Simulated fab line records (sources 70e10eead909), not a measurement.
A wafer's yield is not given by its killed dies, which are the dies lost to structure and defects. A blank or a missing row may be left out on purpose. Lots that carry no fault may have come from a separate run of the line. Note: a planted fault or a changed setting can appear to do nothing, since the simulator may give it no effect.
Which tool is to blame?	flow nand-harc	Sampling: 11 lots, 33 wafers, 5 of 1302 route steps

== WHAT THE GAUGES SHOWED, per wafer ==
NHARC_P_M2_CD_MEAS_09: the cd target is 170 nm. Usual: cd-nm 170.1 nm, standard deviation 0.6.
lot	measured	on	cd-nm (nm)	flag
L922	day 6 18:02	cd-sem-01	170.6 170.1 170.5	
L924	day 7 11:38	cd-sem-01	169.8 170.7 170.8	
L925	day 8 05:36	cd-sem-01	169.9 169.7 170.1	
L926	day 8 13:42	cd-sem-03	170.4 170.6 170.0	
L929	day 9 15:04	cd-sem-01	170.4 170.0 169.9	
L933	day 11 07:34	cd-sem-03	170.0 169.9 170.3	
L938	day 13 19:31	cd-sem-01	170.2 171.1 170.0	
L939	day 13 20:08	cd-sem-03	169.4 169.8 169.3	
L941	day 14 19:39	cd-sem-03	169.7 170.2 170.3	
L943	day 15 20:07	cd-sem-01	170.6 171.0 171.0	
L944	day 16 02:43	cd-sem-01	170.6 170.2 170.6	

NHARC_END_SORT_01. Usual: defect-limited-yield 92.0 %, standard deviation 2.4; killed-at-array 50, standard deviation 16; killed-at-other 0.8, standard deviation 1; killed-at-periphery 4, standard deviation 3.1; killed-dies 54, standard deviation 16; killed-open 3.2, standard deviation 2; killed-short 2.5, standard deviation 1.6; sort_bin_2_pct 2.8 %, standard deviation 1; sort_bin_3_pct 0.6 %, standard deviation 0.35; sort_bin_4_pct 4.6 %, standard deviation 1.4; sort-n-pass 623, standard deviation 16; sort-rim-yield-pct 90 %, standard deviation 4.3; sort-yield-pct 92.0 %, standard deviation 2.4.
lot	measured	on	defect-limited-yield (%)	killed-at-array	killed-at-other	killed-at-periphery	killed-dies	killed-open	killed-short	sort_bin_2_pct (%)	sort_bin_3_pct (%)	sort_bin_4_pct (%)	sort-n-pass	sort-rim-yield-pct (%)	sort-yield-pct (%)	flag
L929	day 27 01:47	prober-01	87.1 88.5 91.0	79 69 55	0 1 0	8 8 6	87 78 61	8 0 1	5 2 2	4.4 3.8 3.1	1.3 0.9 1.5	7.1 6.8 4.4	590 599 616	75 89 85	87.1 88.5 91.0	
L933	day 29 11:25	prober-01	91.1 88.8 89.5	57 74 66	1 0 1	2 2 4	60 76 71	3 3 3	5 2 3	2.7 3.5 3.0	0.6 0.6 0.7	5.6 7.1 6.8	617 601 606	86 96 84	91.1 88.8 89.5	
L938	day 31 22:51	prober-02	91.3 89.1 87.9	53 68 76	0 0 0	6 6 6	59 74 82	4 3 3	3 0 4	3.7 3.4 4.9	1.0 0.6 0.7	4.0 6.9 6.5	618 603 595	86 79 85	91.3 89.1 87.9	
L939	day 31 22:04	prober-01	91.9 94.4 92.8	46 32 46	2 3 1	7 3 2	55 38 49	2 2 1	1 2 1	2.1 1.9 2.5	0.4 0.4 0.3	5.6 3.2 4.4	622 639 628	94 90 95	91.9 94.4 92.8	
L941	day 32 21:13	prober-02	95.4 94.7 96.6	28 33 22	1 1 1	2 2 0	31 36 23	5 6 3	3 3 3	1.6 1.3 0.9	0 0.1 0.4	3.0 3.8 2.1	646 641 654	93 92 94	95.4 94.7 96.6	
L943	day 33 23:38	prober-02	87.4 90.7 89.8	80 59 67	1 1 1	4 3 1	85 63 69	2 6 3	4 5 3	4.1 2.8 4.3	0.9 0.9 1.0	7.5 5.6 4.9	592 614 608	84 85 87	87.4 90.7 89.8	

== EACH LOT AND THE TOOL THAT RAN IT (in order: tool; ch and the chambers of the sampled wafers; start) ==
lot	NHARC_P_M1_DEP_33	NHARC_P_M2_STRIP_18	NHARC_P_M2_ETCH_28
L922	pecvd-04 ch 1,2, day 6 16:47	rie-diel-02 ch 1,3, day 6 18:35	rie-diel-02 ch 0,1,2, day 6 18:50
L924	pecvd-01 ch 1,2, day 7 10:31	rie-diel-10 ch 1,2,3, day 7 12:15	rie-diel-10 ch 1,2,3, day 7 12:28
L925	pecvd-01 ch 0,1,2, day 8 04:23	rie-diel-10 ch 0,1, day 8 06:12	rie-diel-10 ch 2,3, day 8 06:25
L926	pecvd-02 ch 0,2, day 8 12:28	rie-diel-11 ch 1,2, day 8 14:18	rie-diel-11 ch 0,3, day 8 14:31
L929	pecvd-02 ch 0,1, day 9 13:49	rie-diel-02 ch 0,1,2, day 9 15:37	rie-diel-02 ch 1,3, day 9 15:52
L933	pecvd-01 ch 1,2, day 11 06:24	rie-diel-11 ch 1,2, day 11 08:09	rie-diel-11 ch 0,3, day 11 08:22
L938	pecvd-01 ch 0,1, day 13 18:19	rie-diel-10 ch 0,1,2, day 13 20:07	rie-diel-10 ch 1,3, day 13 20:22
L939	pecvd-02 ch 0,2, day 13 18:53	rie-diel-10 ch 1,2,3, day 13 20:49	rie-diel-10 ch 1,2,3, day 13 21:01
L941	pecvd-04 ch 0,2, day 14 18:26	rie-diel-11 ch 0,1,2, day 14 20:16	rie-diel-11 ch 0,1, day 14 20:27
L943	pecvd-04 ch 0,2, day 15 18:52	rie-diel-02 ch 0,1, day 15 20:40	rie-diel-02 ch 0,3, day 15 20:58
L944	pecvd-04 ch 0,2, day 16 01:33	rie-diel-10 ch 0,1, day 16 03:17	rie-diel-10 ch 1,2,3, day 16 03:32
- NHARC_P_M1_DEP_33: deposits SiCN, target thk 30 nm.
- NHARC_P_M2_STRIP_18: strips in N2/H2.
- NHARC_P_M2_ETCH_28: etches the open film in CF4/N2, target depth 30 nm, time 72.99 s.

== AS READ BY THE TOOLS THEMSELVES (means over the sampled wafers that have a number; for cases with no such wafer, the mark the record gives instead) ==
NHARC_P_M1_DEP_33. Usual: heater-power-outer-w 348 W, standard deviation 59; heater-power-w 615 W, standard deviation 86.
lot	tool	heater-power-outer-w (W)	heater-power-w (W)	flag
L922	pecvd-04	406	701	
L924	pecvd-01	373	656	
L925	pecvd-01	363	623	
L926	pecvd-02	328	534	
L929	pecvd-02	263	502	
L933	pecvd-01	392	683	
L938	pecvd-01	358	597	
L939	pecvd-02	343	573	
L941	pecvd-04	356	671	
L943	pecvd-04	286	560	
L944	pecvd-04	314	610	

NHARC_P_M2_STRIP_18. Usual: drypump-motor-current-A 5.5 A, standard deviation 0.4; oes-product-au 0.998 a.u., standard deviation 0.01; rf-vpp-V 90.5 V, standard deviation 0.87; showerhead-plenum-p-Torr 2.01 Torr, standard deviation 0.06; throttle-valve-pct 14.172 %, standard deviation 0.01.
lot	tool	drypump-motor-current-A (A)	oes-product-au (a.u.)	rf-vpp-V (V)	showerhead-plenum-p-Torr (Torr)	throttle-valve-pct (%)	flag
L922	rie-diel-02	6.0	0.999	90.1	2.05	14.171	
L924	rie-diel-10	5.3	1.007	90.2	2.00	14.171	
L925	rie-diel-10	5.3	1.000	91.3	2.06	14.180	
L926	rie-diel-11	5.6	0.986	90.8	2.05	14.163	
L929	rie-diel-02	5.5	0.997	91.2	1.98	14.174	
L933	rie-diel-11	5.8	0.995	91.2	2.07	14.174	
L938	rie-diel-10	5.4	1.004	89.9	2.05	14.176	
L939	rie-diel-10	5.3	0.997	89.9	2.00	14.178	
L941	rie-diel-11	5.8	0.990	91.0	2.04	14.175	
L943	rie-diel-02	5.8	0.994	90.2	2.03	14.175	
L944	rie-diel-10	5.3	1.015	89.8	2.06	14.169	

NHARC_P_M2_ETCH_28. Usual: drypump-motor-current-A 5.5 A, standard deviation 0.39; oes-product-au 0.999 a.u., standard deviation 0.0099; rf-vpp-V 313.6 V, standard deviation 1.5; showerhead-plenum-p-Torr 2.59 Torr, standard deviation 0.071; throttle-valve-pct 19.795 %, standard deviation 0.0099.
lot	tool	drypump-motor-current-A (A)	oes-product-au (a.u.)	rf-vpp-V (V)	showerhead-plenum-p-Torr (Torr)	throttle-valve-pct (%)	flag
L922	rie-diel-02	5.5	0.999	313.6	2.55	19.804	
L924	rie-diel-10	5.3	1.004	312.7	2.58	19.790	
L925	rie-diel-10	5.1	1.000	311.9	2.53	19.782	
L926	rie-diel-11	5.7	0.993	314.5	2.61	19.792	
L929	rie-diel-02	6.0	0.986	314.9	2.64	19.799	
L933	rie-diel-11	5.8	0.998	313.6	2.60	19.798	
L938	rie-diel-10	5.3	0.861	313.4	2.57	19.798	OFF
L939	rie-diel-10	5.3	0.862	313.1	2.58	19.793	OFF
L941	rie-diel-11	5.5	0.997	314.2	2.60	19.795	
L943	rie-diel-02	5.9	0.997	312.3	2.50	19.796	
L944	rie-diel-10	5.3	0.994	313.9	2.58	19.794	

== THE ANSWER, worked out from the rows above alone ==
Rule: a lot is off if the mean of its wafers that have a number lies more than 3 standard deviations from the usual mean. A lot without any number at a reading at which 4 lots or more have one is off too. All remaining lots with rows at the step are treated as sound. The gauges are gone through in route order, then the tools' own readings, and for those a lot's mean is taken as printed above. The first step at which some lot is off is used, and at that step the reading that is off furthest; a lot without a number counts as furthest.
Off, at NHARC_P_M2_ETCH_28 on oes-product-au: L938, L939.
If a tool, at that step or one of the process steps before it, ran each lot that is off and ran no sound lot following the first of them, it fits. Of those tried, none fits.

== WHAT WAS PUT IN BY THE SIMULATOR ==
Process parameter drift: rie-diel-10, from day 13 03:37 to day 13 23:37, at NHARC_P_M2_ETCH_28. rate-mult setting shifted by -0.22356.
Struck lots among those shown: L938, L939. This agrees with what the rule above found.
